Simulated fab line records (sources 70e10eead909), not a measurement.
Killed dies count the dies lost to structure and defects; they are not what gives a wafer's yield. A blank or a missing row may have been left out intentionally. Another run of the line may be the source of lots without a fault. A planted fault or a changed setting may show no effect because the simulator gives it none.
A struck lot beside a sound one | flow nand_harc | 14 steps out of a route of 1302
Sound: the wafers L354.1, L354.2, L354.4. Struck: wafers L361.2, L361.3. (L361.6 of the same lot was not struck and is left out.) The cause comes at the end.
Order at every step that has rows: each side's tool, ch and its chambers, its first start. Under that, the readings that differ: sound wafers | struck wafers | difference of the means | sigmas: that difference in standard deviations of wafers without a fault.
alike: a reading whose means differ by less than 2 such deviations, as well as words and numbers matching on both sides. not compared: withheld readings; readings where some wafer has no value; bounds like >300 that might hide an equal value; numbers whose values overlap and for which the record gives no deviation.
The two part at a step that has a row with sigmas, a row that says differs or no value, or rows on one side only. Non-overlapping numbers with no deviation appear without sigmas and do not part them. A reading that every wafer of one side lacks parts them only if that side has two wafers or more.

NHARC_A_STAIRCASE_ETCH_188: etches the open film in C4F8/O2, target depth 100 nm, time 40.5 s.
  sound on rie_diel-01 ch 1,2,3; struck on rie_diel-05 ch 0,3
  reading                | sound    | struck | difference | sigmas
  rf_hours_counter_h (h) | 52 58 45 | 5 5    | -47        |
  alike: oes_product_au, rf_vpp_V
then, 2 steps without rows for these wafers: NHARC_A_STAIRCASE_TRIM_189 (chemistry O2, time 211.2 s); NHARC_A_STAIRCASE_ETCH_190 (etches the open film in C4F8/O2, target depth 100 nm, time 40.5 s).
NHARC_A_STAIRCASE_TRIM_191: chemistry O2, time 211.2 s.
  sound on rie_diel-01 ch 1,2,3; struck on rie_diel-05 ch 1,2
  reading                     | sound       | struck  | difference | sigmas
  drypump_motor_current_A (A) | 6.1 6.4 6.3 | 5.3 4.6 | -1.3       | -2
  rf_hours_counter_h (h)      | 58 46 52    | 6 6     | -46        |
  alike: oes_product_au, rf_vpp_V, run_length_s, showerhead_plenum_p_Torr, throttle_valve_pct
then, 1 step without rows for these wafers: NHARC_A_STAIRCASE_ETCH_192 (etches the open film in C4F8/O2, target depth 100 nm, time 40.5 s).
NHARC_A_STAIRCASE_TRIM_193: chemistry O2, time 211.2 s.
  sound on rie_diel-01 ch 0,2,3; struck on rie_diel-05 ch 0,1
  reading                | sound    | struck | difference | sigmas
  rf_hours_counter_h (h) | 59 59 46 | 6 5    | -49        |
  alike: drypump_motor_current_A, oes_product_au, rf_vpp_V, run_length_s, showerhead_plenum_p_Torr, throttle_valve_pct
NHARC_A_STAIRCASE_ETCH_194: etches the open film in C4F8/O2, target depth 100 nm, time 40.5 s.
  sound on rie_diel-01 ch 1,2,3; struck on rie_diel-05 ch 0,1
  reading                | sound    | struck | difference | sigmas
  rf_hours_counter_h (h) | 59 54 47 | 5 6    | -48        |
  alike: oes_product_au, rf_vpp_V
then, 4 steps without rows for these wafers: NHARC_A_STAIRCASE_TRIM_196 (chemistry O2, time 211.2 s); NHARC_A_STAIRCASE_ETCH_197 (etches the open film in C4F8/O2, target depth 100 nm, time 40.5 s); NHARC_A_STAIRCASE_TRIM_198 (chemistry O2, time 211.2 s); NHARC_A_STAIRCASE_ETCH_199 (etches the open film in C4F8/O2, target depth 100 nm, time 40.5 s).
NHARC_A_STAIRCASE_TRIM_200: chemistry O2, time 211.2 s.
  sound on rie_diel-05 ch 0,2,3, day 16 16:59; struck on rie_diel-05 ch 0,2, day 19 06:32
  reading                | sound             | struck      | difference | sigmas
  rf_hours_counter_h (h) | 38 45 44          | 6 5         | -37        |
  run_length_s (s)       | 232.7 232.8 233.1 | 262.5 262.3 | +29.5      | +82
  alike: drypump_motor_current_A, oes_product_au, rf_vpp_V, showerhead_plenum_p_Torr, throttle_valve_pct
NHARC_A_STAIRCASE_ETCH_201: etches the open film in C4F8/O2, target depth 100 nm, time 40.5 s.
  sound on rie_diel-05 ch 1,2,3; struck on rie_diel-05 ch 0,1
  reading                | sound    | struck | difference | sigmas
  rf_hours_counter_h (h) | 44 38 44 | 6 5    | -36        |
  alike: oes_product_au, rf_vpp_V
-- jump in the record: it breaks off in module A_STAIRCASE and resumes in module END (first step shown: number 1302 of the route), and 9 days separate the struck wafers' starts before and after --
NHARC_END_SORT_01:
  sound on prober-02 ch 0, day 25 08:07; struck on prober-01 ch 0, day 27 22:07
  reading     | sound     | struck | difference | sigmas
  killed_dies | 94 113 85 | 45 67  | -41        | -2
  alike: killed_at_array, killed_at_other, killed_at_periphery, killed_open, killed_short

WHERE THEY PART
Last at NHARC_END_SORT_01 as far as this record goes, first at NHARC_A_STAIRCASE_TRIM_191.

WHY: the cause the simulator had injected
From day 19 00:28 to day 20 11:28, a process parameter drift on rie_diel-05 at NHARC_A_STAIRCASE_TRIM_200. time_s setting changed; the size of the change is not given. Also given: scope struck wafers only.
